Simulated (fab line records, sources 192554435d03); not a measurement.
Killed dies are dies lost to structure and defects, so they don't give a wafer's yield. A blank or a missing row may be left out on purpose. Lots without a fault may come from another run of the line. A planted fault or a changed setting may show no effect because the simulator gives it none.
One fault seen from 2 desks | flow n5_finfet | each desk has only its own numbers; what lay behind them comes last

THE TOOL OWNER'S DESK: wet_bench-04
The tool's own readings at N5_PASSIVATION_CLEAN_69 (cleans in IPA, time 180 s): means of the sampled wafers that have a number, for each lot that ran on this tool. A lot is out of limits, marked OUT, if its mean lies more than 4 standard deviations from the usual mean; the brackets give that distance.
Columns: A = temp_c at N5_PASSIVATION_CLEAN_69, usual 25.00 C
lot  | first seen here | A
L785 | day 12 15:40    | 24.96
L783 | day 13 07:22    | 25.00
L795 | day 15 22:55    | 25.05
L797 | day 16 14:46    | 25.01
This desk's finding: nothing out of limits on any of the 4 lots.

THE METROLOGY DESK
What the gauges read, lot by lot, whatever tool the lot ran on: means of the sampled wafers that have a number. A lot is out of limits, marked OUT, if its mean lies more than 4 standard deviations from the usual mean; the brackets give that distance.
Columns: A = M15_RS at N5_BEOL_M15_RS_MEAS_54, usual 0.0216 ohm/sq
lot  | first seen here | A
L781 | day 10 15:05    | 0.0215
L784 | day 11 14:37    | 0.0215
L785 | day 12 07:53    | 0.0217
L782 | day 12 07:55    | 0.0220
L783 | day 12 19:42    | 0.0215
L788 | day 14 06:50    | 0.0215
L795 | day 15 10:57    | 0.0215
L797 | day 16 03:35    | 0.0217
L802 | day 17 11:01    | 0.0215
L803 | day 17 12:57    | 0.0218
L804 | day 17 13:13    | 0.0218
This desk's finding: nothing out of limits on any of the 11 lots.

PUT TOGETHER
The tool owner's desk saw nothing out of limits.
The metrology desk saw nothing out of limits.

WHAT THE SIMULATOR HAD PUT IN
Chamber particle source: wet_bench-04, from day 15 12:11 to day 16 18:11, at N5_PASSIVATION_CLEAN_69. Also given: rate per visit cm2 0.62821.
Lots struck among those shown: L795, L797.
